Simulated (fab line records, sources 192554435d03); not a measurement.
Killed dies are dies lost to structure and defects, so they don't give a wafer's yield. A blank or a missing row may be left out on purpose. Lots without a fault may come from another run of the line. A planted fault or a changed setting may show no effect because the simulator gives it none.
A struck lot beside a sound one | flow n5_finfet | 32 steps out of a route of 1938
Sound: wafers L893.4, L893.5, L893.6. Struck: wafer L881.4. (L881.2, L881.5 of the same lot were not struck and are left out.) The cause comes at the end.
At each step with rows: each side's tool, then ch and its chambers, then its first start. Under that, the readings that differ: sound wafers | struck wafers | difference of the means | sigmas: that difference in standard deviations of wafers without a fault.
alike: readings whose means differ by less than 2 such deviations, and words and numbers that are the same on both sides. not compared: withheld readings, readings that some wafer has no value for, bounds like >300 that may hide the same value, and numbers for which the record gives no deviation and whose values overlap.
The two part at a step that has a row with sigmas, a row that says differs or no value, or rows on one side only. Numbers that don't overlap but have no deviation are shown without sigmas and don't part them. A reading that every wafer of one side lacks parts them only if that side has two wafers or more.

first, 11 steps without rows for these wafers: N5_BEOL_M1_ANNEAL_89 (time 240 s); N5_BEOL_M1_SPUTTER_90 (material Cu, target thk 4.5 nm, time 8.29 s); N5_BEOL_M1_ANNEAL_91 (time 240 s); N5_BEOL_M1_SPUTTER_92 (material Cu, target thk 4.5 nm, time 8.29 s); N5_BEOL_M1_ANNEAL_93 (time 240 s); N5_BEOL_M1_SPUTTER_94 (material Cu, target thk 4.5 nm, time 8.29 s); N5_BEOL_M1_ANNEAL_95 (time 240 s); N5_BEOL_M1_SPUTTER_96 (material Cu, target thk 4.5 nm, time 8.29 s); N5_BEOL_M1_ECD_50 (material Cu, target thk 300 nm); N5_BEOL_M1_ANNEAL_51 (time 90 s); N5_BEOL_M1_CMP_52 (polishes, stops on SiOC, t overpolish 6.8 s, target thk 40 nm).
N5_BEOL_M1_PRE_CLEAN_60: time 15 s.
  sound on cvd_co-01 ch 0,1,2, day 12 06:28; struck on cvd_co-02 ch 0, day 9 06:47
  alike: heater_power_w
then, 3 steps without rows for these wafers: N5_BEOL_M1_CO_CAP_55 (material Co, precursor CCTBA/H2, target thk 2 nm, time 102.1 s); N5_BEOL_M1_PRE_CLEAN_56 (time 15 s); N5_BEOL_M1_DEP_57 (deposits SiCN from 3MS/NH3, target thk 8 nm, time 14 s).
N5_BEOL_M1_INSPECT_59: inspects for defects (darkfield).
  sound on defect_inspect-01, day 12 06:44; struck on defect_inspect-02, day 9 07:02
  reading          | sound    | struck | difference | sigmas
  raw_defect_count | 67 50 65 | 833    | +772       | +35
then, 12 steps without rows for these wafers: N5_BEOL_M2_ILD_DEP_00 (deposits SiOC from DEMS/O2, target thk 79 nm, time 15.3 s); N5_BEOL_M2_PECVD_72 (deposits SiO2 from TEOS/O2, target thk 16 nm, time 18 s); N5_BEOL_M2_HM_DEP_02 (deposits TiN, target thk 20 nm); N5_BEOL_M2_COAT_61 (time 60 s, resist thk 60 nm); N5_BEOL_M2_COAT_62 (time 60 s, resist thk 12 nm); N5_BEOL_M2_COAT_73 (time 60 s, resist thk 5 nm); N5_BEOL_M2_COAT_05 (resist thk 30 nm); N5_BEOL_M2_EBR_07; N5_BEOL_M2_SOFTBAKE_06 (time 60 s); N5_BEOL_M2_EXPOSE_08 (exposes mask M2); N5_BEOL_M2_PEB_09 (peb time 60 s); N5_BEOL_M2_DEVELOP_10 (develop time 30 s).
N5_BEOL_M2_INSPECT_13: inspects for defects (brightfield).
  sound on defect_inspect-01, day 12 09:18; struck on defect_inspect-02, day 9 10:04
  reading          | sound       | struck | difference | sigmas
  raw_defect_count | 363 290 264 | 1186   | +880       | +9
then, 1 step without rows for these wafers: N5_BEOL_M2_DESCUM_16 (chemistry O2, time 7 s).
N5_BEOL_M4_RC_MEAS_101:
  sound on prober-02 ch 0, day 14 01:14; struck on prober-01 ch 0, day 10 20:49
  reading        | sound          | struck | difference | sigmas
  IOFF_P (nA/um) | 0.28 0.28 0.30 | 0.21   | -0.08      | -2
  ION_P (uA/um)  | 472 470 477    | 444    | -29        | -4
  alike: DIBL_N, DIBL_P, IOFF_N, ION_N, SS_N, SS_P, VT_N, VT_P
-- the record jumps here: 4 days lie between the struck wafers' starts before and after (it left off in module BEOL_M4 and takes up again in module PASSIVATION, whose first step shown is number 1936 of the route) --
N5_PASSIVATION_PROBE_49:
  the record has rows for the struck wafers here (prober-01, day 15 01:39) and none for the sound ones

WHERE THEY PART
First at N5_BEOL_M1_INSPECT_59; last, within this record, at N5_PASSIVATION_PROBE_49.

WHY: what the simulator had put in
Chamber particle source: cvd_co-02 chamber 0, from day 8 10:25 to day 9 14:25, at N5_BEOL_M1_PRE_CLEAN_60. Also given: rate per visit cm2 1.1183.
